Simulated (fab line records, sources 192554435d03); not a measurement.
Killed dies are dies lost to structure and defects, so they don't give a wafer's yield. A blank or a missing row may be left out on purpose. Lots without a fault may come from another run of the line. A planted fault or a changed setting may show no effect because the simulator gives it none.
Chamber matching | flow n5_finfet | N5_BEOL_M5_VIA_ETCH_34 on rie_diel-04: 4 sister chambers
The step etches SiCOH lowk in C4F6/O2, target depth 88.3 nm, time 39.2 s. 4 wafers are shown with their chamber, then 11 later ones without.

WAFERS WITH THEIR CHAMBER
wafer  | chamber | showerhead_plenum_p_Torr (Torr)
L080.4 | 2       | 2.82
L086.2 | 0       | 2.82
L086.3 | 3       | 2.68
L087.3 | 1       | 2.94

WAFERS WITHOUT THEIR CHAMBER
wafer  | showerhead_plenum_p_Torr (Torr)
L087.4 | 2.68
L087.5 | 2.68
L090.1 | 2.82
L090.2 | 2.94
L090.6 | 2.82
L092.2 | 2.81
L092.4 | 2.94
L092.6 | 2.82
L096.1 | 2.81
L096.3 | 2.81
L096.5 | 2.94

WHICH CHAMBER EACH WENT THROUGH
wafer  | from the rows above     | in truth
L087.4 | 3                       | 3
L087.5 | 3                       | 3
L090.1 | can't be placed: 0 or 2 | 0
L090.2 | 1                       | 1
L090.6 | can't be placed: 0 or 2 | 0
L092.2 | can't be placed: 0 or 2 | 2
L092.4 | 1                       | 1
L092.6 | can't be placed: 0 or 2 | 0
L096.1 | can't be placed: 0 or 2 | 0
L096.3 | can't be placed: 0 or 2 | 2
L096.5 | 1                       | 1
Placed correctly: 5 of 11. Can't be placed from these rows: 6 (the true chamber is among the candidates in 6). Placed wrongly: 0.
How it was worked out, from the rows above alone: a wafer's distance from a chamber is the root of the sum, over the readings, of the square of ((its reading less the chamber's mean) divided by the reading's scatter). The wafer belongs to the nearest chamber; if the next one is less than 2 further off, it can't be placed. A chamber's mean is the mean of its shown wafers. The scatter: with one shown wafer a chamber, the root of the mean of the squares of how far each hidden wafer lies from its nearest shown one.
